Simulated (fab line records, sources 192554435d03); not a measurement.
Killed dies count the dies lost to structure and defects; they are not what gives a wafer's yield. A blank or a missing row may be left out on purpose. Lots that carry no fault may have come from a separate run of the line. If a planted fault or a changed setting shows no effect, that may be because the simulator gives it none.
Which of the tools did it? :: flow n5Finfet :: route of 1938 steps, sampled at 1 step: 10 lots, 27 wafers

## WHAT THE GAUGES READ, wafer by wafer
N5_BEOL_M4_RC_MEAS_101.
lot: L186
measured: day 8 10:38
on: prober-01
DIBL_N (mV/V): 34.2 35.1 32.4

lot: L188
measured: day 9 11:28
on: prober-01
DIBL_N (mV/V): 34.2 37.0 35.7

lot: L195
measured: day 10 18:16
on: prober-01
DIBL_N (mV/V): 38.5 42.5 39.5

lot: L198
measured: day 11 18:34
on: prober-02
DIBL_N (mV/V): 33.5 39.3 37.1

lot: L200
measured: day 12 04:34
on: prober-02
DIBL_N (mV/V): 37.9 35.5 36.0

lot: L203
measured: day 13 02:46
on: prober-02
DIBL_N (mV/V): 34.6 38.4 37.3

lot: L206
measured: day 14 03:44
on: prober-02
DIBL_N (mV/V): 35.1 40.6

lot: L208
measured: day 14 05:49
on: prober-01
DIBL_N (mV/V): 35.3 38.1 37.8

lot: L207
measured: day 14 06:13
on: prober-02
DIBL_N (mV/V): 38.1 36.0

lot: L209
measured: day 15 04:48
on: prober-01
DIBL_N (mV/V): 40.2 42.3

## WHICH TOOL RAN EACH LOT (tool, then ch and the chambers of the sampled wafers, then the start)
Record: no process step prior to these readings.

## THE ANSWER, worked out from the rows above alone
Rule: usual is defined by the lots themselves. The widest of any qualifying gaps counts: lots, ordered by their means at a reading, are off when they make up no more than a third of the lots, leave a main group of 4 or more, and stand apart from it by 3 or more times the standard deviation of that group's means. Not used: any main group whose means are identical at the precision the tables above print for the reading. Also off: a lot with no number at a reading for which 4 or more lots have one. All remaining lots with rows at the step are treated as sound.
Across all readings shown, no lot is off: no conclusion can be drawn from this.

## WHAT THE SIMULATOR HAD PUT IN
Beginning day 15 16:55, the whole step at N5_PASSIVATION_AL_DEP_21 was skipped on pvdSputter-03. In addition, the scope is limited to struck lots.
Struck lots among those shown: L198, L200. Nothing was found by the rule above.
